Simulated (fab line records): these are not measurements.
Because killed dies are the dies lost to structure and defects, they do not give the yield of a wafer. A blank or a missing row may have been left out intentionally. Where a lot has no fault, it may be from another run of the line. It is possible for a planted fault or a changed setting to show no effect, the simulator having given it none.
Chamber matching + flow n5_finfet + N5_PMOS_HMC_CHANNEL_EPI_CMP_21 on cmp-04: 4 sister chambers
The step polishes SiGe30, target thk 54 nm. 14 wafers are shown with their chamber, then 7 later ones without.

## WAFERS, EACH WITH ITS CHAMBER
| wafer  | chamber | motor_current_A (A) | edge_zone_pressure_frac |
|--------|---------|---------------------|-------------------------|
| L077.2 | 3       | 13.6                | 0.995                   |
| L077.3 | 2       | 12.6                | 1.007                   |
| L077.4 | 1       | 10.4                | 0.999                   |
| L078.2 | 1       | 10.8                | 0.996                   |
| L078.3 | 3       | 13.7                | 1.006                   |
| L078.4 | 0       | 11.1                | 0.998                   |
| L088.2 | 1       | 10.1                | 0.999                   |
| L088.5 | 1       | 10.7                | 1.003                   |
| L088.6 | 2       | 12.0                | 0.997                   |
| L092.2 | 0       | 11.1                | 1.001                   |
| L092.4 | 2       | 12.9                | 0.999                   |
| L092.6 | 2       | 12.1                | 0.995                   |
| L093.2 | 1       | 10.6                | 1.000                   |
| L093.3 | 3       | 13.9                | 0.989                   |

SIGNATURES (averages over the wafers above)
| reading                 | chamber 0 | chamber 1 | chamber 2 | chamber 3 | scatter within a chamber |
|-------------------------|-----------|-----------|-----------|-----------|--------------------------|
| motor_current_A         | 11.100    | 10.520    | 12.400    | 13.733    | 0.299                    |
| edge_zone_pressure_frac | 0.99950   | 0.99940   | 0.99950   | 0.99667   | 0.00511                  |
Rule: distance of a wafer from a chamber = root of the sum over the readings of ((wafer's reading minus chamber's mean) / reading's scatter) squared. The wafer belongs to the nearest chamber; if the next one is less than 2 further off, it can't be placed. How the scatter is found: for the shown wafers, subtract from each reading the mean of its chamber, square and add these, divide the total by (wafers less chambers), then take the root.

## WAFERS WHOSE CHAMBER IS MISSING
| wafer  | motor_current_A (A) | edge_zone_pressure_frac |
|--------|---------------------|-------------------------|
| L093.5 | 13.8                | 0.998                   |
| L094.2 | 13.0                | 0.998                   |
| L094.3 | 10.6                | 0.994                   |
| L094.4 | 10.5                | 1.004                   |
| L094.1 | 12.1                | 1.001                   |
| L094.5 | 10.9                | 0.995                   |
| L094.6 | 12.8                | 0.996                   |

## WHICH CHAMBER EACH ONE RAN IN
| wafer  | from the rows above     | in truth |
|--------|-------------------------|----------|
| L093.5 | 3                       | 3        |
| L094.2 | can't be placed: 2 or 3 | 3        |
| L094.3 | can't be placed: 1 or 0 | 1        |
| L094.4 | can't be placed: 1 or 0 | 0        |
| L094.1 | 2                       | 2        |
| L094.5 | can't be placed: 0 or 1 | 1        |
| L094.6 | can't be placed: 2 or 3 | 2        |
Correct placement for 2 of the 7. Can't be placed from these rows: 5 (the true chamber is among the candidates in 5). 0 placed wrongly.
